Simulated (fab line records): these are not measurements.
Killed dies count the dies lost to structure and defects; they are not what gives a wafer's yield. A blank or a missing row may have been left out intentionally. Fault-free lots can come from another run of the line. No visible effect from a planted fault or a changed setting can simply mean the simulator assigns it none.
Matching of chambers / flow n5_finfet / rie_diel-03 running N5_BEOL_M9_ETCH_66: 4 sister chambers
The step etches SOC in N2/H2, target depth 80 nm, overetch 16 nm, time 120 s. 4 wafers are shown with their chamber, then 7 later ones without.

## WAFERS PAIRED WITH THEIR CHAMBERS
wafer=L084.6; chamber=2; throttle_valve_pct (%)=17.48
wafer=L090.6; chamber=1; throttle_valve_pct (%)=17.83
wafer=L089.1; chamber=3; throttle_valve_pct (%)=18.41
wafer=L089.5; chamber=0; throttle_valve_pct (%)=18.08

## WAFERS WHOSE CHAMBER IS MISSING
wafer=L089.6; throttle_valve_pct (%)=17.84
wafer=L088.1; throttle_valve_pct (%)=17.85
wafer=L088.4; throttle_valve_pct (%)=17.84
wafer=L088.5; throttle_valve_pct (%)=18.41
wafer=L091.1; throttle_valve_pct (%)=17.86
wafer=L091.2; throttle_valve_pct (%)=18.44
wafer=L091.4; throttle_valve_pct (%)=17.88

## EACH ONE'S CHAMBER
wafer=L089.6; from the rows above=1; in truth=1
wafer=L088.1; from the rows above=1; in truth=1
wafer=L088.4; from the rows above=1; in truth=1
wafer=L088.5; from the rows above=3; in truth=3
wafer=L091.1; from the rows above=1; in truth=1
wafer=L091.2; from the rows above=3; in truth=3
wafer=L091.4; from the rows above=1; in truth=1
Correctly placed: 7 of 7. Number that these rows cannot place: 0. Wrongly placed: 0.
How it was worked out, from the rows above alone: a wafer's distance from a chamber is the root of the sum, over the readings, of the square of ((its reading less the chamber's mean) divided by the reading's scatter). If the next closest chamber is less than 2 further off than the closest, the wafer can't be placed; otherwise it belongs to the closest. A chamber's mean is the mean of its shown wafers. The scatter (one wafer shown for each chamber): square how far every hidden wafer sits from the nearest shown wafer, average those squares and take the square root.
